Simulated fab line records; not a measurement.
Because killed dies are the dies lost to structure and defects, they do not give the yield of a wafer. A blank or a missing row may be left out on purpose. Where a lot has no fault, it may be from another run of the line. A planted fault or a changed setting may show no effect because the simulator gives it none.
Lot-split experiment | flow n5-finfet | on a route of 1938 steps: 7 lots, 21 wafers read

## SPLIT DETAILS
At N5_GATE_CUT_ALD_22 (deposits SiNx, target thk 16 nm, pulse time 1 s, ald cycles 320), the setting ald-cycles was moved away from the recipe's 320 on 9 of the 21 wafers read, by -14.1% to +8.7%. The other wafers ran this setting at the recipe's value.

Reading taken at the split's own step.

## THE READING
SiNx_of_GATE_CUT_ALD_22.thk-nm (the simulator's own value, which no gauge read), in nm, at N5_GATE_CUT_ALD_22 (deposits SiNx, target thk 16 nm, pulse time 1 s, ald cycles 320). No usual value for it is given in the file. The 12 wafers here that ran the recipe average 16.0 nm, standard deviation 0.075 nm.

wafer  | tool, chamber at the split | ald-cycles as run | against the recipe | SiNx_of_GATE_CUT_ALD_22.thk-nm, nm | against lot-mates on the recipe
L076.2 | ald-sin-01, 1,3            | 320               | recipe             | 16                                 | -
L076.6 | ald-sin-01, 1,3            | 320               | recipe             | 16                                 | -
L076.4 | ald-sin-01, 0              | 320               | recipe             | 16.2                               | -
L077.2 | ald-sin-01, 0              | 320               | recipe             | 16                                 | -
L077.3 | ald-sin-01, 2,0            | 300               | -6.2%              | 15                                 | -1.0
L077.5 | ald-sin-01, 2,0            | 300               | -6.2%              | 15                                 | -1.0
L078.1 | ald-sin-03, 0,3            | 320               | recipe             | 16                                 | -
L078.3 | ald-sin-03, 0,3            | 320               | recipe             | 16                                 | -
L078.5 | ald-sin-03, 1              | 294               | -8.1%              | 14.8                               | -1.2
L079.3 | ald-sin-03, 0,2,2          | 320               | recipe             | 16                                 | -
L079.4 | ald-sin-03, 0,2,2          | 320               | recipe             | 16                                 | -
L079.6 | ald-sin-03, 0,2,2          | 320               | recipe             | 16                                 | -
L083.2 | ald-sin-01, 2,1            | 287               | -10.3%             | 14.4                               | -1.8
L083.6 | ald-sin-01, 2,1            | 287               | -10.3%             | 14.4                               | -1.8
L083.3 | ald-sin-01, 0              | 320               | recipe             | 16.2                               | -
L093.2 | ald-sin-03, 0,2            | 348               | +8.7%              | 17.2                               | +1.2
L093.6 | ald-sin-03, 0,2            | 348               | +8.7%              | 17.2                               | +1.2
L093.4 | ald-sin-03, 2              | 320               | recipe             | 16                                 | -
L096.2 | ald-sin-03, 3              | 320               | recipe             | 16                                 | -
L096.3 | ald-sin-03, 0,1            | 275               | -14.1%             | 13.8                               | -2.2
L096.6 | ald-sin-03, 0,1            | 275               | -14.1%             | 13.8                               | -2.2
If several chambers appear in one row, that row covers several wafers at once and the file leaves open which wafer was in which chamber.

THE FIT
A straight line over all 21 wafers: SiNx_of_GATE_CUT_ALD_22.thk-nm changes by +0.152 nm for each +1% of ald-cycles; r = +1.00; the points scatter about the line by 0.082 nm.
The same after taking each lot's own level away (the mean of its wafers on the recipe; 21 wafers): +0.155 nm for each +1%; r = +1.00; scatter 0.084 nm.
The reading moves by 2.2 nm for the largest change in ald-cycles, on that fit.
The span of the lots' own levels, 16.00 to 16.20 nm, comes to 2.7 times the standard deviation stated above.
Hence the lot-to-lot level has little effect on the slope; both slopes agree.
Check: -2.22 nm against its lot-mates is what the line predicts for one of the wafers moved furthest among these (-14.1%) when that wafer is left out of the fit. Against them it came out at -2.2 nm.

## FILE'S OWN FIT
SiNx_of_GATE_CUT_ALD_22.thk-nm changes by +0.156 nm for each +1% of ald-cycles, r = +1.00.
